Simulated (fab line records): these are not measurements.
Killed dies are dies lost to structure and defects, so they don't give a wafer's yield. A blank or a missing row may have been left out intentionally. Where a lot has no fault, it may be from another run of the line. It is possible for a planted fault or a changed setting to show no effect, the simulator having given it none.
Matching of chambers -- flow nand_harc -- 4 sister chambers for NHARC_A_BONDPAD_ETCH_34 on rie_diel-05
The step etches the open film in N2/H2, target depth 60 nm, overetch 18 nm, time 65.91 s. 4 wafers are shown with their chamber, then 8 later ones without.

== WAFERS PAIRED WITH THEIR CHAMBERS ==
wafer,chamber,drypump_motor_current_A (A)
L183.2,3,5.7
L183.3,2,5.6
L183.5,1,6.6
L185.1,0,4.9

== WAFERS WITH NO CHAMBER GIVEN ==
wafer,drypump_motor_current_A (A)
L185.3,5.6
L185.6,5.7
L190.1,5.7
L190.2,6.6
L190.3,5.7
L192.1,5.0
L192.3,6.5
L192.5,5.0

== WHICH CHAMBER EACH WENT THROUGH ==
wafer,from the rows above,in truth
L185.3,can't be placed: 2 or 3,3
L185.6,can't be placed: 3 or 2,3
L190.1,can't be placed: 3 or 2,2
L190.2,1,1
L190.3,can't be placed: 3 or 2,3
L192.1,0,0
L192.3,1,1
L192.5,0,0
Correct placement for 4 of the 8. Can't be placed from these rows: 4 (the true chamber is among the candidates in 4). Wrongly placed: 0.
How it was worked out, from the rows above alone: a wafer's distance from a chamber is the root of the sum, over the readings, of the square of ((its reading less the chamber's mean) divided by the reading's scatter). The wafer belongs to the nearest chamber; if the next one is less than 2 further off, it can't be placed. A chamber's mean is the mean of its shown wafers. The scatter: with one shown wafer a chamber, the root of the mean of the squares of how far each hidden wafer lies from its nearest shown one.
